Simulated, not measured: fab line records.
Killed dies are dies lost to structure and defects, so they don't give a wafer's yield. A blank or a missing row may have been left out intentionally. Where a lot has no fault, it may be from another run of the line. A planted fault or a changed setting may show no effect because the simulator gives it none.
fab line records | flow n5Finfet
record lots=12 wafers=36 lastDay=18
route steps=1938 shown BEOL_M5@1181 PASSIVATION@1936
lots that met no fault: taken from a fault-free run of the same line
startH: the number of hours between the record's first day and the start of the first shown wafer of the lot | waitH: how many hours have passed since the lot's step before this one | " same as the row above | L1.1+2: a row that stands for several wafers | - no value present, or no start provided | * or withheld: withheld | < > ~ a bound
route shown NAME@n: a module of which the file shows steps, and the number in the route of the first | usual: mean/standard deviation of fault-free wafers | same: alike in all rows | chamber/n: place in a boat | sites: the reading at each site | _std_site: standard deviation of those values | _edge_site: mean of outer sites minus mean of inner sites | radiusMm: how far each site lies from the wafer's centre | mask NAME#n: copy n | behind: the last tool/chamber to shape the wafer | hold: why the lot went on hold/how many hours it stayed there/how the hold came to an end | device: which transistor (n, p or np) failed to switch | end of line: tests run on the same wafers once the route is complete | step lacking rows: just its recipe | killed: count of dies lost to structure and defects at first sort (not the wafer's yield) | map: a wafer's dies, marking killed ones x, the rest . and places with no die _
set.NAME: the setting as run; set.NAME@STEP: as run at that earlier step | model.NAME: the simulator's own value behind a step, which no gauge read
a sample of lots followed through the steps of the route, with each step as a table and each wafer as a row
services: from which hour (startH, from the record's first day; less than 0 if before it) a tool's chamber was out of use, for how many hours, and why
## steps
# step N5_BEOL_M5_SPUTTER_88
# recipe material=Cu targetThkA=150 tempC=-20 chamberPressurePa=0.07 powerW=withheld timeS=27.62
# usual chuckGasFlowSccm=1.27/0.06 throttleValvePct=30.2/1.1
# same timeS=27.62
# columns lot.wafer tool chamber startH waitH chuckGasFlowSccm throttleValvePct
L552.2 pvdSputter-03 - 194.99 0.5 1.27 29.3
L552.5 " - " " 1.31 30.2
L552.6 " - " " 1.22 29.7
L553.3 pvdSputter-03 - 206.92 0.5 1.32 29.1
L553.5 " - " " 1.28 31.7
L553.6 " - " " 1.30 30.1
L556.1 pvdSputter-02 - 226.12 0.5 1.20 29.5
L556.4 " - " " 1.34 29.3
L556.6 " - " " 1.35 29.5
L557.1 pvdSputter-01 - 233.17 0.5 1.29 31.8
L557.2 " - " " 1.32 29.8
L557.5 " - " " 1.30 30.8
L558.2 pvdSputter-01 - 237.83 0.5 1.36 30.7
L558.5 " - " " 1.22 30.8
L558.6 " - " " 1.30 32.0
L559.1 pvdSputter-01 - 247.34 0.5 1.20 31.0
L559.5 " - " " 1.29 31.6
L559.6 " - " " 1.21 30.9
L560.2 pvdSputter-03 - 249.30 0.5 1.27 29.3
L560.3 " - " " 1.27 30.1
L560.5 " - " " 1.22 29.2
L561.1 pvdSputter-03 - 256.12 0.5 1.25 29.1
L561.5 " - " " 1.18 29.2
L561.6 " - " " 1.31 32.2
L562.2 pvdSputter-03 - 266.38 0.5 1.22 29.3
L562.3 " - " " 1.28 29.9
L562.5 " - " " 1.23 29.4
L567.1 pvdSputter-03 - 295.20 0.5 1.28 32.1
L567.2 " - " " 1.42 30.3
L567.3 " - " " 1.31 29.4
L569.2 pvdSputter-01 - 315.02 0.5 1.42 30.7
L569.4 " - " " 1.33 30.0
L569.5 " - " " 1.27 29.8
L571.2 pvdSputter-03 - 334.63 0.5 1.37 30.1
L571.3 " - " " 1.23 32.0
L571.6 " - " " 1.16 29.4
# step N5_BEOL_M5_SPUTTER_90
# recipe material=Cu targetThkA=45 tempC=-20 chamberPressurePa=0.07 powerW=withheld timeS=8.29
# usual chuckGasFlowSccm=1.27/0.056 throttleValvePct=30.2/1.1
# same timeS=8.29
# columns lot.wafer tool chamber startH waitH chuckGasFlowSccm throttleValvePct
L552.2 pvdSputter-03 - 196.07 0.5 1.24 29.5
L552.5 " - " " 1.27 30.1
L552.6 " - " " 1.29 29.4
L553.3 pvdSputter-03 - 208.01 0.5 1.20 29.2
L553.5 " - " " 1.22 32.0
L553.6 " - " " 1.40 30.1
L556.1 pvdSputter-02 - 227.21 0.5 1.22 29.3
L556.4 " - " " 1.34 29.6
L556.6 " - " " 1.35 29.5
L557.1 pvdSputter-01 - 234.25 0.5 1.23 31.6
L557.2 " - " " 1.19 29.7
L557.5 " - " " 1.24 31.1
L558.2 pvdSputter-01 - 238.92 0.5 1.30 30.9
L558.5 " - " " 1.35 30.9
L558.6 " - " " 1.16 31.8
L559.1 pvdSputter-01 - 248.43 0.5 1.24 31.1
L559.5 " - " " 1.16 31.7
L559.6 " - " " 1.19 31.0
L560.2 pvdSputter-03 - 250.38 0.5 1.31 29.4
L560.3 " - " " 1.26 30.6
L560.5 " - " " 1.23 29.4
L561.1 pvdSputter-03 - 257.21 0.5 1.25 29.4
L561.5 " - " " 1.26 29.3
L561.6 " - " " 1.27 31.9
L562.2 pvdSputter-03 - 267.46 0.5 1.31 29.3
L562.3 " - " " 1.32 30.2
L562.5 " - " " 1.26 29.1
L567.1 pvdSputter-03 - 296.29 0.5 1.26 32.2
L567.2 " - " " 1.28 30.2
L567.3 " - " " 1.20 29.2
L569.2 pvdSputter-01 - 316.11 0.5 1.31 31.0
L569.4 " - " " 1.31 30.2
L569.5 " - " " 1.29 29.9
L571.2 pvdSputter-03 - 335.72 0.5 1.26 30.2
L571.3 " - " " 1.19 32.0
L571.6 " - " " 1.29 29.1
# step N5_BEOL_M5_PRE_CLEAN_77
# recipe gas=NH3/H2 timeS=15 tempC=* rfPowerW=300
# usual heaterPowerW=84/14
# same timeS=15
# columns lot.wafer tool chamber startH waitH heaterPowerW
L552.2 cvdCo-02 1 197.66 0.3 70
L552.5 " 1 " " 73
L552.6 " 0 " " 90
L553.3 cvdCo-02 0 208.87 0.0 88
L553.5 " 1 " " 72
L553.6 " 2 " " 87
L556.1 cvdCo-02 2 228.04 0.0 88
L556.4 " 0 " " 89
L556.6 " 2 " " 88
L557.1 cvdCo-01 0 235.31 0.0 66
L557.2 " 2 " " 76
L557.5 " 0 " " 67
L558.2 cvdCo-01 2 239.77 0.0 74
L558.5 " 0 " " 68
L558.6 " 1 " " 110
L559.1 cvdCo-01 2 249.26 0.0 76
L559.5 " 1 " " 110
L559.6 " 0 " " 68
L560.2 cvdCo-01 0 251.21 0.0 68
L560.3 " 1 " " 114
L560.5 " 0 " " 68
L561.1 cvdCo-01 2 258.18 0.0 76
L561.5 " 0 " " 67
L561.6 " 2 " " 75
L562.2 cvdCo-02 0 268.30 0.0 92
L562.3 " 2 " " 89
L562.5 " 1 " " 73
L567.1 cvdCo-02 1 297.69 0.0 75
L567.2 " 0 " " 91
L567.3 " 2 " " 87
L569.2 cvdCo-01 2 316.94 0.0 75
L569.4 " 0 " " 71
L569.5 " 2 " " 77
L571.2 cvdCo-01 0 336.82 0.0 67
L571.3 " 2 " " 76
L571.6 " 0 " " 70
# step N5_BEOL_M5_CO_CAP_78
# recipe material=Co targetThkA=20 tempC=200 precursor=CCTBA/H2 pressureTorr=30 timeS=102.1
# usual heaterPowerW=234/18 runLengthS=124.7/0.65
# columns lot.wafer tool chamber startH waitH heaterPowerW runLengthS
L552.2 cvdCo-02 1 197.72 0.0 217 124.7
L552.5 " 1 " " 223 124.2
L552.6 " 0 " " 243 124.3
L553.3 cvdCo-02 0 208.91 0.0 241 124.3
L553.5 " 1 " " 226 124.9
L553.6 " 2 " " 231 125.3
L556.1 cvdCo-02 2 228.08 0.0 234 125.2
L556.4 " 0 " " 241 124.2
L556.6 " 2 " " 240 125.2
L557.1 cvdCo-01 0 235.35 0.0 213 125.3
L557.2 " 2 " " 226 124.0
L557.5 " 0 " " 215 125.0
L558.2 cvdCo-01 2 239.81 0.0 225 123.4
L558.5 " 0 " " 221 125.3
L558.6 " 1 " " 262 125.9
L559.1 cvdCo-01 2 249.30 0.0 224 123.4
L559.5 " 1 " " 270 125.1
L559.6 " 0 " " 217 125.2
L560.2 cvdCo-01 0 251.25 0.0 212 125.1
L560.3 " 1 " " 269 125.0
L560.5 " 0 " " 216 124.8
L561.1 cvdCo-01 2 258.22 0.0 227 123.7
L561.5 " 0 " " 218 125.4
L561.6 " 2 " " 225 124.3
L562.2 cvdCo-02 0 268.34 0.0 244 124.4
L562.3 " 2 " " 238 125.5
L562.5 " 1 " " 222 124.6
L567.1 cvdCo-02 1 297.73 0.0 214 124.2
L567.2 " 0 " " 238 124.2
L567.3 " 2 " " 242 65.7
L569.2 cvdCo-01 2 316.98 0.0 217 124.0
L569.4 " 0 " " 215 125.1
L569.5 " 2 " " 229 123.4
L571.2 cvdCo-01 0 336.88 0.0 210 124.9
L571.3 " 2 " " 226 123.4
L571.6 " 0 " " 217 125.1
# step N5_PASSIVATION_PROBE_49
# usual defectLimitedYield=91.4/1.3 killed_at_M0_to_M3=34/10 killed_at_M4_up=14/5.6 killedAtContacts=13/5.9 killedAtFrontEnd=37/9.9 killedAtOther=3.5/2.8 killedDies=101/15 killedOpen=67/12 killedShort=32/6.6 sort_bin_5_function=5.0/0.81 sort_bin_6_memory=3.2/0.66 sortNPass=1079/15 sortYieldPct=91.4/1.3
# same grossDies=1180 killedAtBackSide=0 sort_bin_4_leakage[%]=0 sort_bin_8_speed[%]=0
# columns lot.wafer tool chamber startH waitH defectLimitedYield[%] killed_at_M0_to_M3 killed_at_M4_up killedAtContacts killedAtFrontEnd killedAtOther killedDies killedOpen killedShort sort_bin_5_function[%] sort_bin_6_memory[%] sortNPass sortYieldPct[%]
L558.2 prober-01 - 336.84 0.1 93.1 21 13 9 35 3 81 47 27 3.8 1.9 1099 93.1
L558.5 prober-01 - 336.99 0.2 92.7 17 9 12 47 1 86 50 35 3.8 3.0 1094 92.7
L558.6 prober-01 - 337.04 0.3 93.7 27 13 8 24 2 74 52 22 3.6 2.5 1106 93.7
L567.1 prober-01 - 395.85 0.0 93.6 26 12 4 25 9 76 45 29 4.0 2.0 1104 93.6
L567.2 prober-01 - 395.90 0.1 92.2 37 14 5 32 4 92 60 32 4.8 2.9 1088 92.2
L567.3 prober-01 - 395.95 0.1 91.2 40 4 17 39 4 104 58 45 5.2 3.5 1076 91.2
# killed by level:class
L558.2 BEOL_M1:geometricParticle:open=8 MOL_CONTACT_COAG:geometricParticle:open=7 HKMG_FIN:areaEtch=7 BEOL_M4:geometricParticle:open=6 STI_FIN_REVEAL:geometricParticle:open=5 GATE_CUT:geometricParticle:short=5 STARTING-WAFER:geometricParticle:open=5 BEOL_M0_SAQP:geometricParticle:short=4
L558.5 FIN_SAQP:geometricParticle:short=18 FIN_SAQP:geometricParticle:open=11 MOL_CONTACT_COAG:geometricParticle:open=11 BEOL_M0_SAQP:geometricParticle:short=6 BEOL_M2:geometricParticle:open=5 BEOL_M4:geometricParticle:open=5 DUMMY_GATE:geometricParticle:open=4 GATE_CUT:geometricParticle:short=4
L558.6 BEOL_M1:geometricParticle:open=8 MOL_CONTACT_COAG:geometricParticle:open=7 BEOL_M4:geometricParticle:open=7 BEOL_M2:geometricParticle:open=6 STI_FIN_REVEAL:geometricParticle:open=5 DUMMY_GATE:geometricParticle:open=5 BEOL_M1:geometricParticle:short=5 FIN_SAQP:geometricParticle:open=3
L567.1 BEOL_M0_SAQP:geometricParticle:short=8 BEOL_M2:geometricParticle:open=8 BEOL_M4:geometricParticle:open=5 FIN_SAQP:geometricParticle:open=4 STI_FIN_REVEAL:geometricParticle:open=3 DUMMY_GATE:geometricParticle:open=3 GATE_CUT:geometricParticle:short=3 GATE_CUT:geometricParticle:open=3
L567.2 BEOL_M0_SAQP:geometricParticle:short=15 FIN_SAQP:geometricParticle:open=10 BEOL_M2:geometricParticle:open=9 BEOL_M4:geometricParticle:open=9 FIN_SAQP:geometricParticle:short=7 STI_FIN_REVEAL:geometricParticle:open=7 BEOL_M0_SAQP:geometricParticle:open=7 MOL_CONTACT_COAG:geometricParticle:open=4
L567.3 BEOL_M0_SAQP:geometricParticle:short=18 MOL_CONTACT_COAG:geometricParticle:open=15 BEOL_M0_SAQP:geometricParticle:open=10 STI_FIN_REVEAL:geometricParticle:open=6 DUMMY_GATE:geometricParticle:open=6 GATE_CUT:geometricParticle:short=6 FIN_SAQP:geometricParticle:short=5 BEOL_M1:geometricParticle:open=4
## services
# columns tool chamber startH hours kind
cvdCo-02 2 189.78 8.0 repair
pvdSputter-02 - 207.32 1.6 repair
cvdCo-01 - 208.98 14.6 pm
cvdCo-01 - 319.27 6.9 pm
cvdCo-01 1 333.33 - clean
cvdCo-01 1 333.33 22.0 scheduledDown
cvdCo-01 1 333.33 22.0 ventCycle
## key
firstSign step=N5_BEOL_M5_CO_CAP_78 reading=runLengthS direction=down sigmas=91 usual=* struck=*
effect none on later readings
metAt N5_BEOL_M5_CO_CAP_78
struckLots L567
struckWafers L567.3
notActingAt N5_BEOL_M5_SPUTTER_88,N5_BEOL_M5_SPUTTER_90,N5_BEOL_M5_PRE_CLEAN_77
onsetBetween 268.34 297.73
fault kind=processParameterDrift tool=cvdCo-02 chamber=2 onsetH=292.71 steps=N5_BEOL_M5_CO_CAP_78 channel=timeS offset=* shape=step endH=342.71 actsIn=* stated=*
